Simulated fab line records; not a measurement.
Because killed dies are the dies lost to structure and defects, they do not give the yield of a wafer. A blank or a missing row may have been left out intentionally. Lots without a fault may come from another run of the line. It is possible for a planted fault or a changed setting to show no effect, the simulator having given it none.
Chamber matching    flow n5Finfet    cmp-02 running N5_BEOL_M8_CMP_52: 4 sister chambers
The step polishes, stops on SiCOH lowk, t overpolish 6.9 s, target thk 80 nm. 8 wafers are shown with their chamber, then 8 later ones without.

## EACH WAFER AND ITS CHAMBER
wafer   chamber  motorCurrentA (A)  timeToEndpointS (s)
L076.5  1        6.8                57
L083.1  2        6.1                68
L083.3  3        5.4                59
L083.4  0        7.2                59
L085.1  0        6.7                56
L085.2  3        5.2                54
L085.3  2        6.1                66
L086.3  1        6.5                59

## WAFERS MISSING THEIR CHAMBER
wafer   motorCurrentA (A)  timeToEndpointS (s)
L086.4  5.3                55
L086.6  6.2                60
L091.1  6.0                66
L091.5  6.1                69
L091.6  5.4                59
L096.1  5.5                59
L096.4  6.7                63
L096.6  5.6                69

## EACH ONE'S CHAMBER
wafer   from the rows above           in truth
L086.4  3                             3
L086.6  can't be placed: 1 or 2 or 0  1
L091.1  2                             2
L091.5  2                             2
L091.6  3                             3
L096.1  3                             3
L096.4  can't be placed: 1 or 0 or 2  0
L096.6  2                             2
Correct placement for 6 of the 8. Can't be placed from these rows: 2 (the true chamber is among the candidates in 2). Number placed wrongly: 0.
How it was worked out, from the rows above alone: a wafer's distance from a chamber is the root of the sum, over the readings, of the square of ((its reading less the chamber's mean) divided by the reading's scatter). The wafer belongs to the nearest chamber; if the next one is less than 2 further off, it can't be placed. Each chamber's mean is taken over the wafers shown for it. The scatter is the square root of a quotient: the sum, over the shown wafers, of each reading's squared deviation from its chamber's mean, divided by wafers minus chambers.
